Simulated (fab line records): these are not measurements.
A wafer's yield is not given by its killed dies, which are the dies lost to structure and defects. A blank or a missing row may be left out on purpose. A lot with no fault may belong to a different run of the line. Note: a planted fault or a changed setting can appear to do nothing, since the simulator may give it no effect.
8D (eight disciplines) problem report, filled in by code :: flow nand_harc :: the parts of the form that need people (team, actions taken, sign-off) are left out

== 1. THE ISSUE ==
NHARC_P_CONTACT_INSPECT_14, raw_defect_count: mean 270.0 over 1 wafer from 1 lot; wafers with no fault: 3.9, standard deviation 2. That is +99 or more standard deviations from the usual mean.
Earliest sighting: wafer L164.6 on defect_inspect-01 at day 13 00:37. The record has a number at this step for 34 wafers belonging to 12 lots. The rule behind "out" and "out of limits": a value lying over 4 standard deviations away from the usual mean. The other wafers with a number count as sound.

== 2. WHAT IT IS, WHAT IT ISN'T ==
question: which readings at this step
is: raw_defect_count
is not: -

question: which lots
is: L164
is not: L147, L148, L149, L150, L151, L153, L160, L161, L165, L169, L170

question: which wafers of those lots
is: all that have a number
is not: -

question: read on which gauges
is: defect_inspect-01
is not: defect_inspect-02

question: when
is: from day 13 00:37
is not: up to then (24 sound wafers); but 9 sound wafers of L165, L169, L170 came after

== 3. WHAT RULES OUT EACH SUSPECT ==
Counting: a tool at any process step up to the reading remains a suspect when it ran all the lots that are out and ran no sound lot after the first of those.
- the gauge at NHARC_P_CONTACT_INSPECT_14 has been ruled out. All the wafers that are out were read on defect_inspect-01, but those of them that NHARC_END_SORT_01 has rows for are out there too, on other tools.
- pecvd-04 at NHARC_P_CONTACT_DEP_00 (deposits SiO2, target thk 500 nm): ruled out as a lasting fault. After its first lot that is out, L164 (day 12 23:54), sound lots L165, L169, L170 ran on it. NHARC_P_CONTACT_DEP_00 gives no start for some lots, so the hours and the order of its lots are those of NHARC_P_CONTACT_CMP_01.
- cmp-04 at NHARC_P_CONTACT_CMP_01 (polishes SiO2, target thk 200 nm): kept. It ran the lot that is out, L164 (day 12 23:54), and no sound lot after that; its last sound lot up to then is L160 (day 11 08:27).
Left after counting: cmp-04 at NHARC_P_CONTACT_CMP_01.

== 4. THE CAUSE (what the simulator had put in) ==
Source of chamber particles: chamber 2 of cmp-04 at NHARC_P_CONTACT_CMP_01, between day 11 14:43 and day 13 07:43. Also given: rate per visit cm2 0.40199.
After counting, this tool was the only one left.

== 5. THE CHAIN OF EFFECTS, in route order ==
Each row: a reading where the mean over the struck wafers with a number is more than 3 standard deviations away from the usual. Only readings for which the record gives a usual standard deviation are gone through. hours: the time from each lot's start at the first step in this table that gives one to its start at this step, as a median over the lots. sigmas: the change in usual standard deviations.
hours: 0
step: NHARC_P_CONTACT_INSPECT_14
reading: raw_defect_count
usual: 3.9
on struck wafers: 270.0
change: +266.1
sigmas: +99 or more

hours: 462
step: NHARC_END_SORT_01
reading: killed_at_periphery
usual: 3.6
on struck wafers: 200.0
change: +196.4
sigmas: +82

hours: 462
step: NHARC_END_SORT_01
reading: killed_dies
usual: 62
on struck wafers: 270
change: +208
sigmas: +12
Readings that are blank on the struck wafers while sound wafers have them: pad_life_wafers at NHARC_P_CONTACT_CMP_01.

== 6. HOW IT WOULD HAVE BEEN CAUGHT EARLIER ==
34 hours passed between the start of the fault at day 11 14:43 and the first reading out of limits at a measuring or inspecting step in this record, taken at day 13 00:37.
The start of NHARC_P_CONTACT_CMP_01 on cmp-04 came by day 13 00:37 for every one of the lots that are out (1). A hold on the tool at that time would have spared none of them.
